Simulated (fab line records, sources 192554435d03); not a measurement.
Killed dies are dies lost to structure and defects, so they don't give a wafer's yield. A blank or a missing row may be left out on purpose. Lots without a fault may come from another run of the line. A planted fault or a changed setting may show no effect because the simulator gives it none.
fab line records | flow n5_finfet
record lots=7 wafers=20 last_day=17
route steps=1938 shown BEOL_M1@819 BEOL_M4@1111 PASSIVATION@1936
lots that met no fault: from a run of the same line without faults
start_h: hours from the record's first day to the start of the lot's first wafer shown | wait_h: hours since the lot's step before | " the same as in the row above | L1.1+2: a row that stands for several wafers | - no value, or no start given | * or withheld: withheld | < > ~ a bound
route shown NAME@n: a module of which the file shows steps, and the number in the route of the first | usual: mean/standard deviation of fault-free wafers | same: alike in all rows | chamber/n: place in a boat | sites: the reading at each site | _std_site: their standard deviation | _edge_site: outer sites' mean less inner sites' | radius_mm: how far each site lies from the wafer's centre | mask NAME#n: copy n | behind: the tool/chamber that last shaped the wafer | hold: why the lot was held/for how many hours/how that ended | device: the transistor (n, p or np) that didn't switch | end of line: the same wafers' tests at the end of the route | a step without rows: its recipe alone | killed: dies lost to structure and defects at the first sort, not the wafer's yield | map: a wafer's dies, x killed, . not, _ none there
set.NAME: the setting as run; set.NAME@STEP: as run at that earlier step | model.NAME: the simulator's own value behind a step, which no gauge read
lots at some steps of the route; a table a step, a row a wafer
services: from which hour (start_h, from the record's first day; less than 0 if before it) a tool's chamber was out of use, for how many hours, and why
## steps
# step N5_BEOL_M1_ANNEAL_82
# recipe temp_c=400 time_s=240 ambient=vacuum
# usual heater_power_w=799/60
# columns lot.wafer tool chamber start_h wait_h heater_power_w
L291.1 pvd_sputter-02 - 167.19 0.0 758
L291.4 " - " " 697
L291.6 " - " " 769
L293.2 pvd_sputter-01 - 175.80 0.0 743
L293.4 " - " " 869
L293.5 " - " " 867
L295.1 pvd_sputter-01 - 179.52 0.0 755
L295.2 " - " " 799
L295.5 " - " " 772
L298.2 pvd_sputter-02 - 199.42 0.0 711
L298.3 " - " " 740
L298.6 " - " " 874
L299.2 pvd_sputter-03 - 205.18 0.0 798
L299.4 " - " " 794
L299.6 " - " " 880
L300.2 pvd_sputter-01 - 205.71 0.0 788
L300.6 " - " " 739
L308.2 pvd_sputter-02 - 257.93 0.0 761
L308.3 " - " " 865
L308.4 " - " " 774
# step N5_BEOL_M1_SPUTTER_86
# recipe material=Cu target_thk_a=45 temp_c=-20 chamber_pressure_pa=0.07 power_w=withheld time_s=8.29
# step N5_BEOL_M1_ANNEAL_87
# recipe temp_c=400 time_s=240 ambient=vacuum
# step N5_BEOL_M1_SPUTTER_88
# recipe material=Cu target_thk_a=45 temp_c=-20 chamber_pressure_pa=0.07 power_w=withheld time_s=8.29
# step N5_BEOL_M1_ANNEAL_89
# recipe temp_c=400 time_s=240 ambient=vacuum
# usual heater_power_w=796/62
# columns lot.wafer tool chamber start_h wait_h heater_power_w
L291.1 pvd_sputter-02 - 167.63 0.0 759
L291.4 " - " " 708
L291.6 " - " " 760
L293.2 pvd_sputter-01 - 176.24 0.0 727
L293.4 " - " " 886
L293.5 " - " " 880
L295.1 pvd_sputter-01 - 179.96 0.0 739
L295.2 " - " " 759
L295.5 " - " " 771
L298.2 pvd_sputter-02 - 199.86 0.0 700
L298.3 " - " " 760
L298.6 " - " " 864
L299.2 pvd_sputter-03 - 205.62 0.0 796
L299.4 " - " " 764
L299.6 " - " " 886
L300.2 pvd_sputter-01 - 206.15 0.0 790
L300.6 " - " " 717
L308.2 pvd_sputter-02 - 258.37 0.0 741
L308.3 " - " " 860
L308.4 " - " " 774
# step N5_BEOL_M1_SPUTTER_90
# recipe material=Cu target_thk_a=45 temp_c=-20 chamber_pressure_pa=0.07 power_w=withheld time_s=8.29
# usual throttle_valve_pct=30.0/1.2
# columns lot.wafer tool chamber start_h wait_h throttle_valve_pct
L291.1 pvd_sputter-02 - 167.77 0.1 28.7
L291.4 " - " " 28.9
L291.6 " - " " 30.9
L293.2 pvd_sputter-01 - 176.38 0.1 30.1
L293.4 " - " " 30.3
L293.5 " - " " 30.3
L295.1 pvd_sputter-01 - 180.10 0.1 30.2
L295.2 " - " " 32.0
L295.5 " - " " 31.7
L298.2 pvd_sputter-02 - 200.00 0.1 28.7
L298.3 " - " " 28.9
L298.6 " - " " 31.2
L299.2 pvd_sputter-03 - 205.76 0.1 30.0
L299.4 " - " " 31.7
L299.6 " - " " 30.0
L300.2 pvd_sputter-01 - 206.29 0.1 32.0
L300.6 " - " " 30.2
L308.2 pvd_sputter-02 - 258.51 0.1 30.9
L308.3 " - " " 30.9
L308.4 " - " " 28.6
# step N5_BEOL_M1_ANNEAL_91
# recipe temp_c=400 time_s=240 ambient=vacuum
# step N5_BEOL_M1_SPUTTER_92
# recipe material=Cu target_thk_a=45 temp_c=-20 chamber_pressure_pa=0.07 power_w=withheld time_s=8.29
# usual throttle_valve_pct=30.0/1.2
# columns lot.wafer tool chamber start_h wait_h throttle_valve_pct
L291.1 pvd_sputter-02 - 167.99 0.1 28.6
L291.4 " - " " 28.9
L291.6 " - " " 30.8
L293.2 pvd_sputter-01 - 176.60 0.1 30.3
L293.4 " - " " 30.0
L293.5 " - " " 30.2
L295.1 pvd_sputter-01 - 180.32 0.1 30.0
L295.2 " - " " 31.8
L295.5 " - " " 31.7
L298.2 pvd_sputter-02 - 200.22 0.1 28.8
L298.3 " - " " 28.7
L298.6 " - " " 30.9
L299.2 pvd_sputter-03 - 205.98 0.1 29.9
L299.4 " - " " 31.8
L299.6 " - " " 29.8
L300.2 pvd_sputter-01 - 206.51 0.1 31.6
L300.6 " - " " 30.3
L308.2 pvd_sputter-02 - 258.73 0.1 30.4
L308.3 " - " " 31.0
L308.4 " - " " 28.7
# step N5_BEOL_M1_ANNEAL_93
# recipe temp_c=400 time_s=240 ambient=vacuum
# usual heater_power_w=799/59
# columns lot.wafer tool chamber start_h wait_h heater_power_w
L291.1 pvd_sputter-02 - 168.07 0.0 769
L291.4 " - " " 710
L291.6 " - " " 761
L293.2 pvd_sputter-01 - 176.68 0.0 726
L293.4 " - " " 883
L293.5 " - " " 875
L295.1 pvd_sputter-01 - 180.40 0.0 729
L295.2 " - " " 783
L295.5 " - " " 792
L298.2 pvd_sputter-02 - 200.30 0.0 741
L298.3 " - " " 775
L298.6 " - " " 854
L299.2 pvd_sputter-03 - 206.06 0.0 789
L299.4 " - " " 777
L299.6 " - " " 879
L300.2 pvd_sputter-01 - 206.59 0.0 784
L300.6 " - " " 723
L308.2 pvd_sputter-02 - 258.81 0.0 761
L308.3 " - " " 860
L308.4 " - " " 760
# step N5_BEOL_M1_SPUTTER_94
# recipe material=Cu target_thk_a=45 temp_c=-20 chamber_pressure_pa=0.07 power_w=withheld time_s=8.29
# step N5_BEOL_M1_ANNEAL_95
# recipe temp_c=400 time_s=240 ambient=vacuum
# step N5_BEOL_M1_SPUTTER_96
# recipe material=Cu target_thk_a=45 temp_c=-20 chamber_pressure_pa=0.07 power_w=withheld time_s=8.29
# step N5_BEOL_M1_ECD_50
# recipe material=Cu target_thk_a=3000
# columns lot.wafer tool chamber start_h wait_h model.Cu_of_BEOL_M1_ECD_50.thk_nm
L291.1 ecd_cu-02 0 168.55 0.1 300.2
L291.4 " 1 " " 307.6
L291.6 " 1 " " 305
L293.2 ecd_cu-01 0 177.16 0.1 302.8
L293.4 " 1 " " 304.2
L293.5 " 0 " " 300.6
L295.1 ecd_cu-01 0 180.88 0.1 297.6
L295.2 " 1 " " 299.8
L295.5 " 0 " " 295
L298.2 ecd_cu-01 1 200.78 0.1 296.4
L298.3 " 1 " " 301.8
L298.6 " 0 " " 399.2
L299.2 ecd_cu-01 1 206.54 0.1 295.8
L299.4 " 1 " " 296.6
L299.6 " 1 " " 395
L300.2 ecd_cu-01 1 207.11 0.1 299.4
L300.6 " 0 " " 400
L308.2 ecd_cu-02 1 259.28 0.1 300
L308.3 " 0 " " 298.8
L308.4 " 1 " " 294.8
# step N5_BEOL_M1_ANNEAL_51
# recipe temp_c=225 time_s=90 ambient=N2
# step N5_BEOL_M1_CMP_52
# recipe stop_on=SiOC t_overpolish_s=6.8 down_force_psi=1 platen_rpm=50 clearing_platen_down_force_psi=1.5 clearing_platen_rpm=50 post_cmp_clean=cu_alkaline target_thk_nm=40 clearing_platen_pad_velocity_m_s=0.99484 pad_velocity_m_s=0.99484
# usual motor_current_A=6.1/0.57 pad_life_wafers=1212/750 time_to_endpoint_s=62.9/2.8
# columns lot.wafer tool chamber start_h wait_h motor_current_A pad_life_wafers time_to_endpoint_s
L291.1 cmp-04 0 169.27 0.6 6.2 1886 60.0
L291.4 " 1 " " 7.3 1887 62.4
L291.6 " 2 " " 5.7 - 62.5
L293.4 cmp-01 3 177.61 0.2 6.3 1452 62.8
L293.2 " 1 " " 6.3 1454 64.6
L293.5 " 3 " " 5.9 - 63.6
L295.2 cmp-04 0 181.27 0.2 6.0 1974 59.1
L295.1 " 2 " " 6.2 1976 57.8
L295.5 " 1 " " 7.4 - 59.3
L298.2 cmp-02 3 201.16 0.2 6.2 282 60.5
L298.3 " 1 " " 4.7 284 61.8
L298.6 " 3 " " 6.4 - 78.9
L299.4 cmp-02 2 206.92 0.1 5.4 318 65.1
L299.2 " 0 " " 5.9 320 62.5
L299.6 " 2 " " 5.2 - 87.8
L300.2 cmp-01 0 207.82 0.3 6.8 1700 58.8
L300.6 " 2 " " 6.0 - 76.1
L308.4 cmp-01 2 259.66 0.1 5.6 2016 58.1
L308.2 " 3 " " 6.0 2017 61.0
L308.3 " 0 " " 6.3 2018 59.8
# step N5_BEOL_M1_THK_MEAS_53
# recipe thk_meas_gauge=xrf reads=Cu_of_BEOL_M1_ECD_50
# usual M1_THK=40.6/1.5
# columns lot.wafer tool chamber start_h wait_h M1_THK[nm]
L291.1 film_metro-02 - 169.49 - 38.6
L291.4 " - " " 40.5
L291.6 " - " " 40.6
L293.2 film_metro-01 - 177.91 - 42.1
L293.4 " - " " 43.2
L293.5 " - " " 41.8
L295.1 film_metro-01 - 181.57 - 41.7
L295.2 " - " " 40.9
L295.5 " - " " 41.5
L298.2 film_metro-01 - 201.45 - 38.1
L298.3 " - " " 39.9
L298.6 " - " " 39.2
L299.2 film_metro-02 - 207.21 - 40.0
L299.4 " - " " 42.1
L299.6 " - " " 41.6
L300.2 film_metro-01 - 208.04 - 39.6
L300.6 " - " " 38.8
L308.2 film_metro-02 - 259.96 - 40.9
L308.3 " - " " 41.1
L308.4 " - " " 42.0
# step N5_BEOL_M4_RC_MEAS_101
# usual DIBL_N=36.3/1.7 DIBL_P=36.3/2.2 IOFF_N=0.16/0.034 IOFF_P=0.21/0.038 ION_N=673/13 ION_P=461/8.3 SS_N=71.5/0.55 SS_P=73.3/0.67 VT_N=250/3.4 VT_P=-251/3.5
# columns lot.wafer tool chamber start_h wait_h DIBL_N[mV/V] DIBL_P[mV/V] IOFF_N[nA/um] IOFF_P[nA/um] ION_N[uA/um] ION_P[uA/um] SS_N[mV/dec] SS_P[mV/dec] VT_N[mV] VT_P[mV]
L291.1 prober-01 0 205.01 0.0 40.0 40.5 0.25 0.30 706 481 72.2 73.9 244 -242
L291.4 " 0 " " 37.2 36.4 0.17 0.22 658 456 72.2 73.6 251 -249
L291.6 " 0 " " 37.2 37.0 0.18 0.22 684 467 71.8 73.7 250 -251
L293.2 prober-02 0 211.30 0.2 35.7 35.2 0.17 0.20 668 454 71.6 73.0 246 -249
L293.4 " 0 " " 39.1 39.4 0.24 0.28 683 470 72.6 74.1 242 -246
L293.5 " 0 " " 36.0 35.3 0.16 0.20 663 451 71.6 72.8 251 -250
L295.1 prober-01 0 213.31 0.0 36.6 36.1 0.16 0.25 689 476 71.6 73.4 252 -247
L295.2 " 0 " " 37.3 36.6 0.18 0.24 680 474 72.1 73.7 245 -247
L295.5 " 0 " " 36.4 35.5 0.16 0.24 687 476 72.0 73.6 247 -245
L299.2 prober-01 0 242.25 0.2 34.8 35.7 0.13 0.19 648 445 70.9 72.4 252 -253
L299.4 " 0 " " 34.6 35.2 0.14 0.20 664 457 71.2 73.6 252 -251
L299.6 " 0 " " 35.7 36.9 0.16 0.21 676 463 71.8 72.6 253 -251
L298.2 prober-02 0 242.72 0.2 35.8 37.1 0.17 0.23 670 465 71.5 73.5 247 -246
L298.3 " 0 " " 32.5 32.5 0.11 0.16 657 456 70.8 71.8 254 -252
L298.6 " 0 " " 38.0 38.3 0.20 0.25 670 457 72.2 73.3 247 -249
L300.2 prober-02 0 249.19 0.2 35.9 34.5 0.12 0.18 663 458 71.2 73.0 254 -251
L300.6 " 0 " " 40.2 40.5 0.21 0.29 690 468 72.8 74.0 247 -246
L308.2 prober-02 0 293.68 0.2 34.7 33.2 0.13 0.17 672 465 71.0 72.7 251 -253
L308.3 " 0 " " 34.6 33.3 0.12 0.18 659 459 71.3 73.0 252 -252
L308.4 " 0 " " 34.2 32.1 0.12 0.17 667 465 70.8 72.1 254 -248
# step N5_PASSIVATION_PROBE_49
# usual defect_limited_yield=91.4/1.6 killed_at_M0_to_M3=34/10 killed_at_M4_up=12/4.8 killed_at_contacts=11/6.2 killed_at_front_end=39/13 killed_at_other=4/3.1 killed_dies=101/19 killed_on_rim=13/4.1 killed_open=67/14 killed_short=32/8.3 sort_bin_5_function=5.0/1 sort_bin_6_memory=3.2/0.76 sort_bin_8_speed=0.00/0.026 sort_n_pass=1079/19 sort_yield_pct=91.4/1.6
# same gross_dies=1180 killed_at_back_side=0 sort_bin_4_leakage[%]=0
# columns lot.wafer tool chamber start_h wait_h defect_limited_yield[%] killed_at_M0_to_M3 killed_at_M4_up killed_at_contacts killed_at_front_end killed_at_other killed_dies killed_on_rim killed_open killed_short sort_bin_5_function[%] sort_bin_6_memory[%] sort_bin_8_speed[%] sort_n_pass sort_yield_pct[%]
L291.1 prober-01 - 297.31 0.0 91.5 43 7 13 33 4 100 16 71 28 4.1 3.9 0 1080 91.5
L291.4 prober-01 - 297.46 0.2 89.7 58 14 14 36 0 122 15 88 33 6.9 3.1 0 1058 89.7
L291.6 prober-01 - 297.56 0.3 91.2 39 11 9 41 4 104 13 68 34 5.3 3.1 0 1076 91.2
L295.1 prober-02 - 318.97 0.0 93.5 32 6 7 25 7 77 10 59 18 4.2 2.3 0 1103 93.5
L295.2 prober-02 - 319.02 0.1 93.6 26 7 3 32 8 76 7 58 18 3.6 2.7 0 1104 93.6
L295.5 prober-02 - 319.17 0.2 92.1 45 7 11 24 6 93 16 59 34 4.2 3.3 0 1087 92.1
L298.2 prober-02 - 344.47 0.1 93.1 21 8 9 40 3 81 9 59 19 3.5 3.0 0 1099 93.1
L298.3 prober-02 - 344.52 0.1 93.0 29 14 3 30 7 83 15 54 28 4.1 2.7 0 1097 93.0
L298.6 prober-02 - 344.67 0.3 93.4 15 19 5 33 6 78 7 48 26 4.0 2.4 0 1102 93.4
L300.2 prober-02 - 348.09 0.1 91.3 31 4 21 46 1 103 14 74 26 4.9 3.6 0 1077 91.3
L300.6 prober-02 - 348.29 0.3 89.7 32 9 27 50 4 122 15 93 27 6.4 3.7 0 1058 89.7
L299.4 prober-01 - 349.50 0.3 90.9 24 16 5 54 8 107 13 68 35 5.0 3.5 0 1073 90.9
# killed by level:class
L291.1 BEOL_M3:geometric_particle:open=15 FIN_SAQP:geometric_particle:open=11 MOL_CONTACT_COAG:geometric_particle:open=10 BEOL_M0_SAQP:geometric_particle:open=8 FIN_SAQP:geometric_particle:short=7 BEOL_M0_SAQP:geometric_particle:short=7 STARTING-WAFER:geometric_particle:open=6 BEOL_M2:geometric_particle:open=4
L291.4 BEOL_M3:geometric_particle:open=22 FIN_SAQP:geometric_particle:open=12 BEOL_M0_SAQP:geometric_particle:open=11 MOL_CONTACT_COAG:geometric_particle:open=10 BEOL_M2:geometric_particle:open=8 BEOL_M0_SAQP:geometric_particle:short=7 BEOL_M4:geometric_particle:open=6 STI_FIN_REVEAL:geometric_particle:open=6
L291.6 BEOL_M2:geometric_particle:open=9 BEOL_M3:geometric_particle:open=9 STI_FIN_REVEAL:geometric_particle:open=8 BEOL_M0_SAQP:geometric_particle:short=7 STARTING-WAFER:geometric_particle:open=7 FIN_SAQP:geometric_particle:short=6 FIN_SAQP:geometric_particle:open=6 DUMMY_GATE:geometric_particle:open=5
L295.1 BEOL_M2:geometric_particle:open=7 MOL_CONTACT_COAG:geometric_particle:open=6 BEOL_M3:geometric_particle:open=6 STI_FIN_REVEAL:geometric_particle:open=5 BEOL_M0:geometric_particle:open=5 GATE_CUT:geometric_particle:open=4 STARTING-WAFER:geometric_particle:open=4 ILD0:geometric_particle:open=3
L295.2 STI_FIN_REVEAL:geometric_particle:open=8 BEOL_M1:geometric_particle:open=7 PAD_METAL:geometric_particle:open=7 FIN_SAQP:geometric_particle:open=5 BEOL_M1:geometric_particle:short=5 BEOL_M3:geometric_particle:open=5 BEOL_M0_SAQP:geometric_particle:open=3 MOL_CONTACT_COAG:geometric_particle:open=3
L295.5 BEOL_M0:geometric_particle:open=8 BEOL_M1:geometric_particle:open=8 MOL_CONTACT_COAG:geometric_particle:open=7 BEOL_M1:geometric_particle:short=6 BEOL_M2:geometric_particle:open=6 BEOL_M3:geometric_particle:open=5 FIN_SAQP:geometric_particle:short=4 MOL_CONTACT_COAG:geometric_particle:short=4
L298.2 FIN_SAQP:geometric_particle:open=11 STI_FIN_REVEAL:geometric_particle:open=11 BEOL_M1:geometric_particle:open=8 MOL_CONTACT_COAG:geometric_particle:open=5 BEOL_M2:geometric_particle:open=5 FIN_SAQP:geometric_particle:short=4 MOL_CONTACT_COAG:geometric_particle:short=4 GATE_CUT:geometric_particle:short=3
L298.3 STI_FIN_REVEAL:geometric_particle:open=8 BEOL_M0_SAQP:geometric_particle:open=8 FIN_SAQP:geometric_particle:open=5 BEOL_M0_SAQP:geometric_particle:short=5 BEOL_M1:geometric_particle:open=5 BEOL_M3:geometric_particle:open=5 BEOL_M4:geometric_particle:open=5 BEOL_M2:geometric_particle:open=4
L298.6 STI_FIN_REVEAL:geometric_particle:open=7 GATE_CUT:geometric_particle:short=7 BEOL_M4:geometric_particle:open=7 MOL_CONTACT_COAG:geometric_particle:open=4 BEOL_M1:geometric_particle:open=4 STARTING-WAFER:geometric_particle:open=4 FIN_SAQP:geometric_particle:short=3 FIN_SAQP:geometric_particle:open=3
L300.2 FIN_SAQP:geometric_particle:open=19 MOL_CONTACT_COAG:geometric_particle:open=17 BEOL_M3:geometric_particle:open=15 BEOL_M0_SAQP:geometric_particle:short=6 FIN_SAQP:geometric_particle:short=6 STI_FIN_REVEAL:geometric_particle:open=5 DUMMY_GATE:geometric_particle:open=4 MOL_CONTACT_COAG:geometric_particle:short=4
L300.6 FIN_SAQP:geometric_particle:open=23 MOL_CONTACT_COAG:geometric_particle:open=17 STI_FIN_REVEAL:geometric_particle:open=10 MOL_CONTACT_COAG:geometric_particle:short=10 BEOL_M3:geometric_particle:open=10 BEOL_M2:geometric_particle:open=9 STARTING-WAFER:geometric_particle:open=4 DUMMY_GATE:geometric_particle:short=3
L299.4 STI_FIN_REVEAL:geometric_particle:open=21 BEOL_M4:geometric_particle:open=13 BEOL_M0_SAQP:geometric_particle:short=8 BEOL_M0_SAQP:geometric_particle:open=8 STI_FIN_REVEAL:geometric_particle:short=5 DUMMY_GATE:geometric_particle:open=5 BEOL_M1:geometric_particle:open=5 MOL_CONTACT_COAG:geometric_particle:open=4
## services
# columns tool chamber start_h hours kind
pvd_sputter-03 - 143.41 1.6 repair
cmp-02 - 145.78 18.0 pm
ecd_cu-01 - 155.55 0.7 repair
cmp-04 - 161.29 6.6 pm
cmp-02 - 165.54 4.0 pm
cmp-01 - 165.57 4.9 repair
cmp-02 - 169.54 - consumable_replace:conditioner
cmp-02 - 169.54 - consumable_replace:pad
cmp-04 - 172.14 2.8 repair
cmp-02 - 196.89 0.9 repair
cmp-04 - 198.57 4.0 pm
cmp-04 - 202.57 - consumable_replace:conditioner
cmp-04 - 202.57 - consumable_replace:pad
cmp-01 - 209.63 6.6 repair
cmp-01 - 245.24 6.2 repair
## key
first_sign step=N5_BEOL_M1_CMP_52 reading=time_to_endpoint_s direction=up sigmas=6.5 usual=* struck=*
effect none on later readings
model_effect step=N5_BEOL_M1_ECD_50 value=Cu_of_BEOL_M1_ECD_50.thk_nm without=297.9 struck=398.1
met_at N5_BEOL_M1_ECD_50
struck_wafers L298.6,L299.6,L300.6
onset_between 180.88 200.78
fault kind=process_parameter_drift tool=ecd_cu-01 chamber=- onset_h=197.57 steps=N5_BEOL_M1_ECD_50 channel=target_thk_a offset=* shape=step end_h=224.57 scope=struck_wafers_only acts_in=* stated=*
